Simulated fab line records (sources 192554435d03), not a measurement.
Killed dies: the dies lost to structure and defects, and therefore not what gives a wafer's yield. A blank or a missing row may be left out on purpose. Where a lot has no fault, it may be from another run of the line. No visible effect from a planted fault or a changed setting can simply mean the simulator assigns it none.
8D (eight disciplines) problem report, filled in by code | flow n5-finfet | the parts of the form that need people (team, actions taken, sign-off) are left out

1. THE ISSUE
Mean of run-length-s at N5_BEOL_M7_VIA_ETCH_34: 78.3 s across 4 wafers in 2 lots; on wafers with no fault it is 73.5 s (standard deviation 0.44). Relative to the usual mean, that is a shift of +11 standard deviations.
The step: etches SiCOH lowk in C4F6/O2, target depth 125.5 nm, time 50.5 s.
The first sign was on wafer L658.3 at day 14 03:19, on rie-diel-04. The record has a number at this step for 30 wafers belonging to 10 lots. Rule for "out", or "out of limits": more than 4 standard deviations from the usual mean. All remaining wafers that have a number are taken as sound.

2. WHAT THIS IS AND IS NOT
question                    | is                             | is not
which readings at this step | run-length-s                   | drypump-motor-current-A, oes-product-au, rf-vpp-V, showerhead-plenum-p-Torr, throttle-valve-pct
which lots                  | L658, L661                     | L641, L646, L648, L650, L651, L654, L655, L664
which wafers of those lots  | L658.3, L658.5, L658.6, L661.5 | L661.1, L661.2
read on which tools         | rie-diel-04                    | rie-diel-06
when                        | from day 14 03:19              | up to then (21 sound wafers); but 5 sound wafers of L661, L664 came after

3. THE SUSPECTS, EACH WITH WHAT RULES IT OUT
Counting: if a tool at a process step up to the reading ran every lot that is out, it stays a suspect. Sound lots after the first of them don't rule it out here, since some wafers of a struck lot are sound.
- rie-diel-04 at N5_BEOL_M7_ETCH_65 (etches SiARC in CF4, target depth 15.6 nm, time 26 s): kept. It processed each lot that is out (first: L658, day 14 03:11); up to then, its last sound lot is L655 (day 13 17:58).
- rie-diel-04 at N5_BEOL_M7_ETCH_66 (etches SOC in N2/H2, target depth 80 nm, overetch 16 nm, time 120 s): kept. It processed each lot that is out (first: L658, day 14 03:13); up to then, its last sound lot is L655 (day 13 17:59).
- rie-diel-04 at N5_BEOL_M7_VIA_ETCH_34 (etches SiCOH lowk in C4F6/O2, target depth 125.5 nm, time 50.5 s): kept. It processed each lot that is out (first: L658, day 14 03:19); up to then, its last sound lot is L655 (day 13 18:05). Its own run-length-s readings are out on those wafers.
Still standing after the count: rie-diel-04 at N5_BEOL_M7_ETCH_65, rie-diel-04 at N5_BEOL_M7_ETCH_66, rie-diel-04 at N5_BEOL_M7_VIA_ETCH_34.

4. THE CAUSE (what the simulator had put in)
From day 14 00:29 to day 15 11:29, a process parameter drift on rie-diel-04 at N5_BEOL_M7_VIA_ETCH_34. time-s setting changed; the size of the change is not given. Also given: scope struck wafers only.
Counting left 3 suspects, and this tool is among them.

5. SEQUENCE OF EFFECTS, ordered by route
Rows list readings where the struck wafers' mean (over those with a number) sits beyond 3 standard deviations from the usual. Readings are gone through only where the record gives a usual standard deviation; hours: the median, over the lots, of the time from a lot's start at the first step in this table giving one to that lot's start at this step; sigmas: the change measured in usual standard deviations.
hours | step                   | reading      | usual  | on struck wafers | change | sigmas
0     | N5_BEOL_M7_VIA_ETCH_34 | run-length-s | 73.5 s | 78.3             | +4.8   | +11
The process steps in it:
- N5_BEOL_M7_VIA_ETCH_34: etches SiCOH lowk in C4F6/O2, target depth 125.5 nm, time 50.5 s.
Later steps that measure or inspect, where all struck wafers having a row at the step show a number for every such reading and not one has moved that far: N5_BEOL_M7_CD_MEAS_35.

6. WHAT WOULD HAVE CAUGHT IT SOONER
In this record no reading fell out of limits until day 14 03:19, 3 hours after the fault had begun at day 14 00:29.
